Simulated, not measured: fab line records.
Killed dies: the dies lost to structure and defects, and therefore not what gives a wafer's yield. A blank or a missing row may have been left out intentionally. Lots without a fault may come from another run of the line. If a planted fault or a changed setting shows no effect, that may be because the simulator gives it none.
A lot that was struck, set against a sound lot :: flow n5_finfet :: 36 out of 1938 route steps
Sound: wafers L136.2, L136.4, L136.6. Struck: wafers L138.5, L138.6. (L138.1 of the same lot was not struck and is left out.) The cause comes at the end.
Order at every step that has rows: each side's tool, ch and its chambers, its first start. Under that, the readings that differ: sound wafers :: struck wafers :: difference of the means :: sigmas: that difference in standard deviations of wafers without a fault.
alike: a reading whose means differ by less than 2 such deviations, as well as words and numbers matching on both sides. not compared: withheld readings; readings where some wafer has no value; bounds like >300 that might hide an equal value; numbers whose values overlap and for which the record gives no deviation.
The two part at a step that has a row with sigmas, a row that says differs or no value, or rows on one side only. Numbers that don't overlap but have no deviation are shown without sigmas and don't part them. Lack of a reading on every wafer of one side parts them only where that side has two or more wafers.

first, 8 steps without rows for these wafers: N5_BEOL_M10_SPUTTER_48 (material Cu, target thk 12 nm, time 2 s); N5_BEOL_M10_ECD_50 (material Cu, target thk 318 nm); N5_BEOL_M10_ANNEAL_51 (time 90 s); N5_BEOL_M10_CMP_52 (polishes, stops on SiCOH lowk, t overpolish 7 s, target thk 140 nm); N5_BEOL_M10_PRE_CLEAN_55 (time 15 s); N5_BEOL_M10_DEP_56 (deposits SiCN from 3MS/NH3, target thk 15 nm, time 26.5 s); N5_BEOL_M11_ILD_DEP_00 (deposits SiCOH lowk from DEMS/porogen, target thk 308.51 nm, time 58 s); N5_BEOL_M11_CURE_71 (cures SiCOH lowk, time 240 s).
N5_BEOL_M11_PECVD_70: deposits SiO2 from TEOS/O2, target thk 20 nm, time 22.7 s.
  sound on pecvd-04 ch 0,2, day 12 10:40; struck on pecvd-04 ch 0,1, day 12 13:55
reading: model.SiO2_of_BEOL_M11_PECVD_70.thk_nm (nm)
sound: 19.8 19.6 20
struck: 25.4 25.6
difference: +5.7
sigmas: 
  alike: heater_power_w, showerhead_plenum_p_Torr, throttle_valve_pct
then, 24 steps without rows for these wafers: N5_BEOL_M11_HM_DEP_02 (deposits TiN, target thk 20 nm); N5_BEOL_M11_COAT_59 (time 60 s, resist thk 100 nm); N5_BEOL_M11_COAT_60 (time 60 s, resist thk 30 nm); N5_BEOL_M11_COAT_05 (resist thk 90 nm); N5_BEOL_M11_EBR_07; N5_BEOL_M11_SOFTBAKE_06 (time 60 s); N5_BEOL_M11_EXPOSE_08 (exposes mask M11); N5_BEOL_M11_PEB_09 (peb time 60 s); N5_BEOL_M11_DEVELOP_10 (develop time 30 s); N5_BEOL_M11_DESCUM_16 (chemistry O2, time 7.9 s); N5_BEOL_M11_ETCH_61 (etches SiARC in CF4, target depth 39 nm, time 65 s); N5_BEOL_M11_ETCH_62 (etches SOC in N2/H2, target depth 110 nm, overetch 22 nm, time 165 s); N5_BEOL_M11_STRIP_68 (strips in N2/H2); N5_BEOL_M11_STRIP_67 (strips in CF4); N5_BEOL_M11_HM_OPEN_17 (chemistry Cl2/BCl3, target TiN, target depth 20 nm, overetch 6 nm); N5_BEOL_M11_STRIP_19 (strips in O2); N5_BEOL_M11_COAT_63 (time 60 s, resist thk 100 nm); N5_BEOL_M11_COAT_64 (time 60 s, resist thk 30 nm); N5_BEOL_M11_COAT_22 (resist thk 90 nm); N5_BEOL_M11_EBR_24; N5_BEOL_M11_SOFTBAKE_23 (time 60 s); N5_BEOL_M11_EXPOSE_25 (exposes mask V10); N5_BEOL_M11_PEB_26 (peb time 60 s); N5_BEOL_M11_DEVELOP_27 (develop time 30 s).
N5_BEOL_M11_HM_STRIP_39: strips TiN in peroxide tin strip, target depth 25 nm, time 158 s.
  sound on wet_bench-05 ch 1,4,5, day 12 13:52; struck on wet_bench-04 ch 0,1, day 12 22:34
reading: model.SiO2_of_BEOL_M11_PECVD_70.thk_nm (nm)
sound: 19.6 19.4 19.8
struck: 25.2 25.4
difference: +5.7
sigmas: 
N5_BEOL_M11_CMP_52: polishes, stops on SiCOH lowk, t overpolish 7 s, target thk 140 nm.
  sound on cmp-04 ch 0,2,3, day 12 17:57; struck on cmp-03 ch 1,2, day 13 02:17
reading: barrier_field_endpoint_s (s)
sound: 29.2 28.5 27.9
struck: 35.3 36.0
difference: +7.1
sigmas: +9
  alike: motor_current_A, retaining_ring_pressure_frac
N5_PASSIVATION_PROBE_49:
  the record has rows for the struck wafers here (prober-02, day 14 20:11) and none for the sound ones

== WHERE THEY PART ==
First at N5_BEOL_M11_CMP_52; last, within this record, at N5_PASSIVATION_PROBE_49.

WHY: the cause the simulator had injected
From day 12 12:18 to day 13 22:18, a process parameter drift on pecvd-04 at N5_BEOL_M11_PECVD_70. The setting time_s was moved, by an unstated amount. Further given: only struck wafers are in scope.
